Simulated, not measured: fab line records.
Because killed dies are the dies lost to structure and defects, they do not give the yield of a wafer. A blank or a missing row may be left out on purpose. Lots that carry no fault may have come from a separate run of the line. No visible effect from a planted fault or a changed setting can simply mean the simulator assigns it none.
Split-lot study ; flow n5_finfet ; on a route of 1938 steps: 7 lots, 21 wafers read

== THE SPLIT ==
At N5_GATE_CUT_ALD_22 (deposits SiNx, target thk 16 nm, pulse time 1 s, ald cycles 320), the setting ald_cycles was moved away from the recipe's 320 on 7 of the 21 wafers read, by -16.6% to +14.4%. The other wafers ran this setting at the recipe's value.

The split's own step is where the reading is taken.

== THE READING ==
SiNx_of_GATE_CUT_ALD_22.thk_nm (the simulator's own value, which no gauge read), in nm, at N5_GATE_CUT_ALD_22 (deposits SiNx, target thk 16 nm, pulse time 1 s, ald cycles 320). The file gives no usual value for it.

wafer;tool, chamber at the split;ald_cycles as run;against the recipe;SiNx_of_GATE_CUT_ALD_22.thk_nm, nm;against lot-mates on the recipe
L077.4;ald_sin-02, 2,2,3;320;recipe;16;-
L077.5;ald_sin-02, 2,2,3;320;recipe;16;-
L077.6;ald_sin-02, 2,2,3;320;recipe;16;-
L082.2;ald_sin-03, 2,2,3;320;recipe;16;-
L082.5;ald_sin-03, 2,2,3;320;recipe;16;-
L082.6;ald_sin-03, 2,2,3;320;recipe;16;-
L085.3;ald_sin-01, 3,1;269;-15.9%;13.4;-2.6
L085.4;ald_sin-01, 3,1;269;-15.9%;13.4;-2.6
L085.5;ald_sin-01, 0;320;recipe;16;-
L087.3;ald_sin-03, 1,2,1;320;recipe;16;-
L087.4;ald_sin-03, 1,2,1;320;recipe;16;-
L087.6;ald_sin-03, 1,2,1;320;recipe;16;-
L091.1;ald_sin-02, 1,0;267;-16.6%;13.2;-2.8
L091.3;ald_sin-02, 1,0;267;-16.6%;13.2;-2.8
L091.2;ald_sin-02, 2;320;recipe;16;-
L092.1;ald_sin-02, 1;366;+14.4%;18.2;+2.2
L092.3;ald_sin-02, 3;366;+14.4%;18.4;+2.4
L092.5;ald_sin-02, 0;320;recipe;16;-
L095.1;ald_sin-03, 2;285;-10.9%;14.4;-1.6
L095.2;ald_sin-03, 1,3;320;recipe;16;-
L095.5;ald_sin-03, 1,3;320;recipe;16;-
When a row names more than one chamber, that row covers several wafers, and the file does not tell which wafer ran in which chamber.

THE FIT
A straight line over all 21 wafers: SiNx_of_GATE_CUT_ALD_22.thk_nm changes by +0.163 nm for each +1% of ald_cycles; r = +1.00; the points scatter about the line by 0.064 nm.
The same after taking each lot's own level away (the mean of its wafers on the recipe; 21 wafers): +0.163 nm for each +1%; r = +1.00; scatter 0.064 nm.
The reading moves by 2.7 nm for the largest change in ald_cycles, on that fit.
The lots' own levels span 16.00 to 16.00 nm.
Hence the lot-to-lot level has little effect on the slope; both slopes agree.
Check: for one of the wafers moved furthest among these (-16.6%), held out of the fit, the line's prediction against its lot-mates is -2.68 nm. It came out at -2.8 nm against them.

== FURTHER SPLITS ON THESE WAFERS ==
Note: prior to the reading, these wafers also went through further splits. Each is held against what the fit with the lots' levels taken away leaves over:
other split on the same wafers;wafers away from the commonest value;r with SiNx_of_GATE_CUT_ALD_22.thk_nm (lot level and that fit taken away)
N5_SD_EPI_N_ETCH_45 target_depth_a;8;-0.30
N5_SD_EPI_N_EPI_21 epi_growth_time_s;10;-0.06
N5_SDB_CUT_ETCH_26 bias_w;as run: not given for these wafers;-
N5_SDB_ALD_29 ald_cycles;4;-0.05
N5_HKMG_FIN_DESCUM_17 time_s;6;-0.31
N5_HKMG_FIN_ETCH_35 source_w;7;-0.32

== THE FILE'S OWN FIT ==
SiNx_of_GATE_CUT_ALD_22.thk_nm changes by +0.162 nm for each +1% of ald_cycles, r = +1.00.
